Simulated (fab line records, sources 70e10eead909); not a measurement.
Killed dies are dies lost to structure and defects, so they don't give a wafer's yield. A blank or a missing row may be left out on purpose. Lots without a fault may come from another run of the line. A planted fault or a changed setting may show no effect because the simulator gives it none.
fab line records | flow nand_harc
record lots=12 wafers=36 last_day=34
route steps=1302 shown P_M0@277 P_M1@285 END@1302
lots that met no fault: from a run of the same line without faults
start_h: hours from the record's first day to the start of the lot's first wafer shown | wait_h: hours since the lot's step before | " the same as in the row above | L1.1+2: a row that stands for several wafers | - no value, or no start given | * or withheld: withheld | < > ~ a bound
route shown NAME@n: a module of which the file shows steps, and the number in the route of the first | usual: mean/standard deviation of fault-free wafers | same: alike in all rows | chamber/n: place in a boat | sites: the reading at each site | _std_site: their standard deviation | _edge_site: outer sites' mean less inner sites' | radius_mm: how far each site lies from the wafer's centre | mask NAME#n: copy n | behind: the tool/chamber that last shaped the wafer | hold: why the lot was held/for how many hours/how that ended | device: the transistor (n, p or np) that didn't switch | end of line: the same wafers' tests at the end of the route | a step without rows: its recipe alone | killed: dies lost to structure and defects at the first sort, not the wafer's yield | map: a wafer's dies, x killed, . not, _ none there
set.NAME: the setting as run; set.NAME@STEP: as run at that earlier step | model.NAME: the simulator's own value behind a step, which no gauge read
steps of the route over a sample of lots; a table a step, a row a wafer
services: from which hour (start_h, from the record's first day; less than 0 if before it) a tool's chamber was out of use, for how many hours, and why
## steps
# step NHARC_P_M0_ANNEAL_30
# recipe temp_c=225 time_s=90
# usual wafer_temp_C_max=225.9/0.33
# columns lot.wafer tool chamber start_h wait_h wafer_temp_C_max
L297.3 rtp_anneal-02 0 164.75 0.3 225.9
L297.4 " 0 " " 225.7
L297.6 " 0 " " 225.7
L298.1 rtp_anneal-01 0 177.66 - 226.1
L298.2 " 0 " " 226.0
L298.6 " 0 " " 226.1
L299.1 rtp_anneal-02 0 178.62 - 226.0
L299.4 " 0 " " 225.9
L299.6 " 0 " " 225.7
L303.2 rtp_anneal-01 0 220.09 - 226.0
L303.3 " 0 " " 226.1
L303.4 " 0 " " 226.4
L305.1 rtp_anneal-02 0 239.80 - 225.7
L305.2 " 0 " " 225.6
L305.4 " 0 " " 225.3
L307.1 rtp_anneal-02 0 269.93 0.3 225.7
L307.3 " 0 " " 225.4
L307.4 " 0 " " 225.4
L308.3 rtp_anneal-02 0 271.00 - 225.7
L308.4 " 0 " " 226.0
L308.5 " 0 " " 226.7
L309.1 rtp_anneal-02 0 281.74 0.3 225.6
L309.4 " 0 " " 225.5
L309.6 " 0 " " 225.6
L310.3 rtp_anneal-02 0 287.41 - 225.9
L310.5 " 0 " " 225.9
L310.6 " 0 " " 225.8
L311.1 rtp_anneal-02 0 303.64 - 225.5
L311.5 " 0 " " 225.7
L311.6 " 0 " " 226.0
L315.1 rtp_anneal-02 0 343.73 0.3 225.9
L315.3 " 0 " " 225.6
L315.6 " 0 " " 225.9
L316.2 rtp_anneal-01 0 359.49 - 226.0
L316.5 " 0 " " 226.3
L316.6 " 0 " " 225.9
# step NHARC_P_M1_DEP_00
# recipe target_thk_a=1825 target_thk_nm=182.5 temp_c=withheld pressure_torr=5 flow_sccm=200 rf_w=600 material=SiOC
# usual rf_fwd_power_W=598.7/1.8 showerhead_vpp_V=1510/81
# columns lot.wafer tool chamber start_h wait_h rf_fwd_power_W showerhead_vpp_V since_wet_clean_h
L297.3 pecvd-01 0 166.05 - 597.2 1477 23
L297.4 " 2 " " 597.4 1441 -
L297.6 " 1 " " 600.8 1399 -
L298.1 pecvd-01 0 179.04 - 599.7 1499 36
L298.2 " 2 " " 598.6 1458 36
L298.6 " 1 " " 597.0 1381 -
L299.1 pecvd-03 1 180.08 - 598.2 1583 163
L299.6 " 2 " " 599.0 1562 -
L299.4 " 0 " " 600.4 1494 -
L303.3 pecvd-02 2 221.41 - 599.4 1424 162
L303.2 " 1 " " 599.1 1631 162
L303.4 " 0 " " 597.1 1579 -
L305.2 pecvd-03 2 241.20 - 598.8 1529 43
L305.1 " 0 " " 600.5 1497 43
L305.4 " 1 " " 599.1 1586 -
L307.1 pecvd-03 0 271.29 - 599.8 1471 73
L307.3 " 1 " " 597.9 1603 73
L307.4 " 2 " " 597.4 1558 -
L308.3 pecvd-01 1 272.32 - 598.5 1386 129
L308.5 " 0 " " 598.4 1486 -
L308.4 " 2 " " 596.4 1432 -
L309.1 pecvd-02 1 283.13 - 601.1 1645 43
L309.4 " 1 " " 602.4 1635 -
L309.6 " 1 " " 599.0 1648 -
L310.3 pecvd-03 0 288.68 - 596.3 1479 91
L310.5 " 0 " " 598.7 1494 -
L310.6 " 1 " " 599.1 1568 -
L311.1 pecvd-01 1 305.00 - 601.1 1388 162
L311.5 " 2 " " 595.5 1466 -
L311.6 " 0 " " 599.7 1490 -
L315.1 pecvd-02 1 345.11 - 597.7 1614 105
L315.3 " 1 " " 599.8 1645 -
L315.6 " 1 " " 598.6 1623 -
L316.2 pecvd-01 0 360.85 - 601.4 1463 37
L316.5 " 2 " " 599.8 1436 -
L316.6 " 0 " " 598.7 1514 -
# step NHARC_P_M1_INSPECT_11
# usual raw_defect_count=5/3
# columns lot.wafer tool chamber start_h wait_h raw_defect_count
L297.3 defect_inspect-01 - 166.97 0.0 19
L297.4 " - " " 4
L297.6 " - " " 5
L298.1 defect_inspect-01 - 180.01 0.0 17
L298.2 " - " " 3
L298.6 " - " " 6
L299.1 defect_inspect-01 - 180.95 0.0 2
L299.4 " - " " 1
L299.6 " - " " 0
L303.2 defect_inspect-01 - 222.37 0.0 6
L303.3 " - " " 5
L303.4 " - " " 5
L305.1 defect_inspect-02 - 242.16 0.0 5
L305.2 " - " " 0
L305.4 " - " " 3
L307.1 defect_inspect-01 - 272.25 0.0 5
L307.3 " - " " 4
L307.4 " - " " 2
L308.3 defect_inspect-01 - 273.23 0.0 0
L308.4 " - " " 3
L308.5 " - " " 4
L309.1 defect_inspect-01 - 284.09 0.0 4
L309.4 " - " " 7
L309.6 " - " " 1
L310.3 defect_inspect-02 - 289.64 0.0 4
L310.5 " - " " 3
L310.6 " - " " 6
L311.1 defect_inspect-02 - 305.96 0.0 3
L311.5 " - " " 5
L311.6 " - " " 4
L315.1 defect_inspect-02 - 346.20 0.0 8
L315.3 " - " " 3
L315.6 " - " " 7
L316.2 defect_inspect-01 - 361.64 0.0 5
L316.5 " - " " 4
L316.6 " - " " 4
# step NHARC_P_M1_ETCH_35
# recipe target_depth_a=400 overetch_a=120 time_s=43.94 ion_energy_ev=200 n2_flow_sccm=150 h2_flow_sccm=150 ar_flow_sccm=0 rf_w=400 bias_w=150 chemistry=N2/H2
# usual drypump_motor_current_A=5.95/0.3 oes_product_au=0.999/0.01 rf_fwd_power_W=395.8/1.4 rf_vpp_V=431.0/2.8 showerhead_plenum_p_Torr=2.06/0.094 throttle_valve_pct=14.170/0.0085
# columns lot.wafer tool chamber start_h wait_h drypump_motor_current_A oes_product_au rf_fwd_power_W rf_hours_counter_h rf_vpp_V showerhead_plenum_p_Torr throttle_valve_pct
L297.4 rie_diel-11 0 167.11 0.1 6.50 0.995 399.2 8 434.3 2.14 14.184
L297.3 " 3 " " 5.81 0.995 393.7 7 428.0 1.99 14.171
L297.6 " 0 " " 6.45 0.995 396.5 - 432.6 2.14 14.178
L298.2 rie_diel-11 1 180.16 0.1 6.14 1.011 395.9 9 425.8 1.89 14.165
L298.1 " 0 " " 6.51 0.995 396.9 9 433.6 2.14 14.155
L298.6 " 1 " " 6.16 1.013 394.8 - 425.9 1.89 14.173
L299.4 rie_diel-11 1 181.10 0.1 6.23 0.998 395.2 9 425.6 1.89 14.157
L299.1 " 3 " " 5.90 0.999 396.6 8 428.2 1.99 14.163
L299.6 " 1 " " 6.16 1.002 394.1 - 427.0 1.89 14.168
L303.3 rie_diel-11 2 222.51 0.1 5.56 1.005 395.6 12 431.1 2.06 14.170
L303.4 " 3 " " 5.87 1.025 396.3 12 430.7 1.99 14.165
L303.2 " 1 " " 6.18 1.008 394.3 13 426.6 1.89 14.182
L305.4 rie_diel-09 1 242.31 0.1 5.88 1.009 396.4 3 431.4 2.10 14.179
L305.1 " 2 " " 5.79 0.990 397.6 7 432.2 2.09 14.172
L305.2 " 0 " " 5.97 1.003 396.1 7 435.2 2.20 14.182
L307.3 rie_diel-11 0 272.40 0.1 6.48 0.982 394.7 0 434.2 2.13 14.177
L307.4 " 2 " " 5.54 0.994 397.0 0 431.8 2.06 14.175
L307.1 " 3 " " 5.88 0.970 395.8 0 429.2 1.99 14.166
L308.3 rie_diel-11 0 273.38 0.1 6.45 0.995 396.7 0 433.1 2.13 14.187
L308.4 " 1 " " 6.14 0.998 398.1 0 424.5 1.88 14.176
L308.5 " 0 " " 6.48 0.996 397.4 - 432.1 2.13 14.178
L309.1 rie_diel-09 0 284.25 0.1 5.96 0.986 396.0 12 434.3 2.20 14.181
L309.4 " 2 " " 5.78 0.999 395.4 12 431.5 2.09 14.170
L309.6 " 3 " " 6.09 0.992 395.2 - 429.1 2.01 14.164
L310.3 rie_diel-09 1 289.78 0.1 5.89 0.989 394.9 8 432.3 2.10 14.192
L310.6 " 1 " " 5.87 0.992 395.8 - 432.0 2.10 14.182
L310.5 " 2 " " 5.80 0.999 396.0 - 431.7 2.09 14.170
L311.1 rie_diel-09 0 306.14 0.1 5.97 0.986 395.6 13 435.8 2.20 14.166
L311.6 " 0 " " 5.97 0.994 398.0 - 434.7 2.20 14.155
L311.5 " 1 " " 5.88 0.993 395.0 - 432.7 2.10 14.166
L315.3 rie_diel-09 1 346.35 0.1 5.88 0.985 394.3 2 432.0 2.09 14.170
L315.1 " 2 " " 5.83 1.015 394.0 1 432.5 2.09 14.178
L315.6 " 1 " " 5.87 0.993 395.9 - 430.6 2.09 14.168
L316.2 rie_diel-09 1 361.79 0.1 5.88 1.007 394.6 2 432.3 2.09 14.172
L316.6 " 0 " " 5.99 0.987 394.5 - 434.3 2.19 14.169
L316.5 " 1 " " 5.86 0.998 394.0 - 432.1 2.09 14.166
# step NHARC_P_M1_PRE_CLEAN_30
# recipe time_s=30 temp_c=280 gas=H2/He
# usual heater_power_w=407/49
# columns lot.wafer tool chamber start_h wait_h heater_power_w
L297.3 pvd_sputter-03 - - - 351
L297.4 " - " " 373
L297.6 " - " " 362
L298.1 pvd_sputter-01 - - - 400
L298.2 " - " " 487
L298.6 " - " " 387
L299.4 pvd_sputter-01 - - - 412
L299.1 " - " " 485
L299.6 " - " " 429
L303.4 pvd_sputter-02 - - - 333
L303.3 " - " " 464
L303.2 " - " " 366
L305.2 pvd_sputter-02 - - - 367
L305.4 " - " " 340
L305.1 " - " " 438
L307.3 pvd_sputter-01 - - - 521
L307.1 " - " " 402
L307.4 " - " " 424
L308.3 pvd_sputter-03 - - - 362
L308.4 " - " " 385
L308.5 " - " " 369
L309.1 pvd_sputter-03 - - - 373
L309.4 " - " " 373
L309.6 " - " " 369
L310.3 pvd_sputter-03 - - - 379
L310.5 " - " " 384
L310.6 " - " " 378
L311.1 pvd_sputter-01 - - - 423
L311.6 " - " " 514
L311.5 " - " " 390
L315.3 pvd_sputter-01 - 347.39 0.1 439
L315.1 " - " " 387
L315.6 " - " " 393
L316.2 pvd_sputter-01 - - - 430
L316.6 " - " " 404
L316.5 " - " " 440
# step NHARC_END_SORT_01
# recipe temp_c=25
# usual defect_limited_yield=90.7/2.7 killed_at_array=58/19 killed_at_other=1.1/1.2 killed_at_periphery=3.8/2.4 killed_dies=63/18 killed_open=3.3/1.8 killed_short=2.2/1.6
# same gross_dies=677
# columns lot.wafer tool chamber start_h wait_h defect_limited_yield[%] killed_at_array killed_at_other killed_at_periphery killed_dies killed_open killed_short
L297.3 prober-02 0 592.64 3.1 87.0 71 1 16 88 3 2
L297.4 prober-02 0 593.43 3.4 88.8 74 0 2 76 4 3
L297.6 prober-02 0 595.02 4.0 89.4 68 0 4 72 4 3
L299.1 prober-01 0 610.63 2.5 95.0 31 1 2 34 6 5
L299.4 prober-01 0 613.02 3.4 95.9 25 1 2 28 2 0
L299.6 prober-01 0 614.61 4.0 95.0 34 0 0 34 1 4
L298.1 prober-02 0 610.64 2.5 83.3 98 1 14 113 3 3
L298.2 prober-02 0 611.45 2.8 84.2 104 1 2 107 4 2
L298.6 prober-02 0 614.68 4.0 84.9 99 0 3 102 4 3
# killed by level:class
L297.3 A_SLIT:chamber_film_flake=27 A_CHANNEL_HOLE_D1:chamber_film_flake=26 P_M1:unspecified=12 A_CHANNEL_HOLE_D2:chamber_film_flake=11 A_STAIRCASE:chamber_film_flake=2 A_CONTACT:chamber_film_flake=2 P_M1:geometric_particle:open=1 A_ONON_D2:geometric_particle:short=1
L297.4 A_CHANNEL_HOLE_D1:chamber_film_flake=28 A_SLIT:chamber_film_flake=25 A_CHANNEL_HOLE_D2:chamber_film_flake=7 A_STAIRCASE:chamber_film_flake=4 A_DECK1_JOINT:geometric_particle:open=2 A_CONTACT:chamber_film_flake=2 P_M0:geometric_particle:short=1 A_DECK1_JOINT:geometric_particle:short=1
L297.6 A_CHANNEL_HOLE_D1:chamber_film_flake=24 A_SLIT:chamber_film_flake=22 A_CHANNEL_HOLE_D2:chamber_film_flake=9 A_STAIRCASE:chamber_film_flake=5 A_ONON_D2:geometric_particle:open=2 A_CONTACT:chamber_film_flake=2 P_CONTACT:geometric_particle:open=1 A_ONON_D1:geometric_particle:open=1
L299.1 A_CHANNEL_HOLE_D2:chamber_film_flake=14 A_CHANNEL_HOLE_D1:chamber_film_flake=4 A_STAIRCASE:chamber_film_flake=4 A_M0:geometric_particle:open=2 P_CONTACT:geometric_particle:open=1 P_M2:geometric_particle:short=1 A_ONON_D1:geometric_particle:short=1 A_CHANNEL_FILL_D1:geometric_particle:short=1
L298.1 A_SLIT:chamber_film_flake=35 A_CHANNEL_HOLE_D1:chamber_film_flake=29 A_CHANNEL_HOLE_D2:chamber_film_flake=24 P_M1:unspecified=12 A_STAIRCASE:chamber_film_flake=4 P_CONTACT:geometric_particle:short=1 A_CHANNEL_HOLE_D1:geometric_particle:short=1 A_DECK1_JOINT:geometric_particle:short=1
L298.2 A_CHANNEL_HOLE_D2:chamber_film_flake=35 A_SLIT:chamber_film_flake=29 A_CHANNEL_HOLE_D1:chamber_film_flake=26 A_STAIRCASE:chamber_film_flake=6 A_CONTACT:chamber_film_flake=2 P_CONTACT:geometric_particle:open=1 A_ONON_D1:geometric_particle:open=1 A_CHANNEL_FILL_D1:geometric_particle:open=1
L299.4 A_CHANNEL_HOLE_D2:chamber_film_flake=8 A_CHANNEL_HOLE_D1:chamber_film_flake=6 A_STAIRCASE:chamber_film_flake=5 A_CONTACT:chamber_film_flake=3 P_M0:geometric_particle:open=1 A_M1:geometric_particle:open=1 P_ZERO_WELL:chamber_film_flake=1 A_CHANNEL_FILL_D1:chamber_film_flake=1
L299.6 A_CHANNEL_HOLE_D2:chamber_film_flake=15 A_STAIRCASE:chamber_film_flake=5 A_CHANNEL_HOLE_D1:chamber_film_flake=4 A_ONON_D1:geometric_particle:short=2 A_CONTACT:chamber_film_flake=2 A_ONON_D1:geometric_particle:open=1 A_ONON_D2:geometric_particle:short=1 A_CHANNEL_FILL_D2:geometric_particle:short=1
L298.6 A_CHANNEL_HOLE_D1:chamber_film_flake=35 A_CHANNEL_HOLE_D2:chamber_film_flake=27 A_SLIT:chamber_film_flake=26 A_DECK1_JOINT:chamber_film_flake=3 A_STAIRCASE:chamber_film_flake=3 P_CONTACT:geometric_particle:open=2 P_GATE:geometric_particle:short=1 A_DECK1_JOINT:geometric_particle:open=1
## services
# columns tool chamber start_h hours kind
rie_diel-09 - 143.10 9.0 pm
pvd_sputter-01 - 144.54 1.9 repair
pecvd-03 1 158.90 13.6 repair
rie_diel-09 1 161.20 4.3 repair
pvd_sputter-03 - 170.00 10.0 pm
pecvd-03 - 177.07 1.3 repair
pecvd-01 1 181.38 3.8 repair
pvd_sputter-03 - 182.46 2.2 repair
pecvd-01 - 182.49 1.7 repair
pecvd-03 - 185.00 13.0 pm
rie_diel-09 1 189.00 34.1 repair
pvd_sputter-01 - 192.34 3.2 repair
rie_diel-09 3 209.28 3.9 repair
pvd_sputter-03 - 214.92 15.2 repair
pvd_sputter-01 - 226.00 10.0 pm
pecvd-02 - 227.33 13.0 pm
rie_diel-11 - 255.50 9.0 pm
pecvd-02 2 260.19 131.5 repair
rie_diel-11 - 280.21 37.0 repair
pecvd-01 - 311.08 13.0 pm
rie_diel-09 - 320.10 9.0 pm
pvd_sputter-01 - 321.62 2.4 repair
pvd_sputter-03 - 344.39 3.8 repair
pecvd-02 1 352.32 23.3 repair
## key
first_sign step=NHARC_P_M1_INSPECT_11 reading=raw_defect_count direction=up sigmas=4.4 usual=5 struck=18
effect step=NHARC_END_SORT_01 reading=killed_at_periphery direction=up sigmas=4.7 usual=3.8 struck=15
met_at NHARC_P_M1_DEP_00
struck_lots L297,L298
struck_wafers L297.3,L298.1
not_acting_at NHARC_P_M0_ANNEAL_30,NHARC_P_M1_ETCH_35,NHARC_P_M1_PRE_CLEAN_30
fault kind=chamber_particle_source tool=pecvd-01 chamber=0 onset_h=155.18 steps=NHARC_P_M1_DEP_00 rate_per_visit_cm2=0.016388 end_h=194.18
